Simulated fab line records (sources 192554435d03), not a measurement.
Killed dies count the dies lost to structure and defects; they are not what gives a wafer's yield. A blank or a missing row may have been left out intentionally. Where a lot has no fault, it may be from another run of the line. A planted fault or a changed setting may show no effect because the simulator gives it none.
Split-lot study -- flow n5 finfet -- on a route of 1938 steps: 7 lots, 21 wafers read

## THE SPLIT ITSELF
At N5_BEOL_M9_ETCH_62 (etches SOC in N2/H2, target depth 110 nm, overetch 22 nm, time 165 s), the setting time s was moved away from the recipe's 165 s on 8 of the 21 wafers read, by -18.4% to +20.8%. All remaining wafers had this setting at the recipe value.

The split's own step is where the reading is taken.

## THE READING
SiARC_of_BEOL_M9_COAT_60.thk nm (the simulator's own value, which no gauge read), in nm, at N5_BEOL_M9_ETCH_62 (etches SOC in N2/H2, target depth 110 nm, overetch 22 nm, time 165 s). The file does not state a usual value for it. Average 23.6 nm, standard deviation 0.11 nm, over the 13 wafers here run with the recipe.

wafer,"tool, chamber at the split","time s as run, s",against the recipe,"SiARC_of_BEOL_M9_COAT_60.thk nm, nm",against lot-mates on the recipe
L076.1,"rie diel-02, 2",151.6,-8.1%,24.2,+0.5
L076.3,"rie diel-02, 0",165,recipe,23.8,-
L076.5,"rie diel-02, 2",165,recipe,23.6,-
L085.3,"rie diel-01, 0",165,recipe,23.6,-
L085.4,"rie diel-01, 3",140.8,-14.7%,24.4,+0.8
L085.6,"rie diel-01, 2",140.8,-14.7%,24.4,+0.8
L086.1,"rie diel-01, 1",199.4,+20.8%,22.4,-1.0
L086.2,"rie diel-01, 0",199.4,+20.8%,22.4,-1.0
L086.3,"rie diel-01, 3",165,recipe,23.4,-
L090.3,"rie diel-02, 1,2",165,recipe,23.6,-
L090.5,"rie diel-02, 1,2",165,recipe,23.6,-
L090.4,"rie diel-02, 0",145.3,-11.9%,24.4,+0.8
L092.2,"rie diel-01, 3",165,recipe,23.6,-
L092.3,"rie diel-01, 2",165,recipe,23.4,-
L092.6,"rie diel-01, 0",165,recipe,23.8,-
L095.4,"rie diel-02, 0,2",165,recipe,23.6,-
L095.5,"rie diel-02, 0,2",165,recipe,23.6,-
L095.6,"rie diel-02, 1",165,recipe,23.6,-
L097.1,"rie diel-02, 1",165,recipe,23.6,-
L097.4,"rie diel-02, 2",134.7,-18.4%,25,+1.4
L097.5,"rie diel-02, 1",134.7,-18.4%,25,+1.4
If several chambers appear in one row, that row covers several wafers at once and the file leaves open which wafer was in which chamber.

THE FIT
A straight line over all 21 wafers: SiARC_of_BEOL_M9_COAT_60.thk nm changes by -0.0633 nm for each +1% of time s; r = -0.98; the points scatter about the line by 0.13 nm.
The same after taking each lot's own level away (the mean of its wafers on the recipe; 21 wafers): -0.0586 nm for each +1%; r = -0.98; scatter 0.14 nm.
According to that fit, moving time s by its largest amount changes the reading by 1.2 nm.
The lots' own levels span 23.40 to 23.70 nm, that is 2.7 times the standard deviation above.
The two slopes are in agreement: the lot-to-lot level therefore moves the slope only a little.
Check: for one of the wafers moved furthest among these (+20.8%), held out of the fit, the line's prediction against its lot-mates is -1.24 nm. Against them it came out at -1 nm.

## ADDITIONAL SPLITS CARRIED BY THESE WAFERS
These wafers also went through other splits before the reading. Each is held against what the fit with the lots' levels taken away leaves over:
other split on the same wafers,wafers away from the commonest value,r with SiARC_of_BEOL_M9_COAT_60.thk nm (lot level and that fit taken away)
N5_BEOL_M6_ALD_77 ald cycles,4,+0.01
N5_BEOL_M8_ILD_DEP_00 time s,7,-0.26
N5_BEOL_M9_EXPOSE_08 dose mj,7,-0.18

## THE WHOLE CHAIN: every reading that the file lists as answering this split, in the file's order
step,what it does,reading,change (the file's fit),r (the file's)
N5_BEOL_M9_ETCH_62,"etches SOC in N2/H2, target depth 110 nm, overetch 22 nm, time 165 s","SiARC_of_BEOL_M9_COAT_60.thk nm (the simulator's own value, which no gauge read)",-0.0601 nm for each +1% of the setting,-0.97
N5_BEOL_M9_HM_OPEN_17,"chemistry Cl2/BCl3, target TiN, target depth 20 nm, overetch 6 nm","etch.depth nm (the simulator's own value, which no gauge read)","not straight: 20.39 at the lowest setting, 20.14 at the recipe, 16.81 at the highest",not given

## THE FILE'S OWN FIT
SiARC_of_BEOL_M9_COAT_60.thk nm changes by -0.0601 nm for each +1% of time s, r = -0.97.
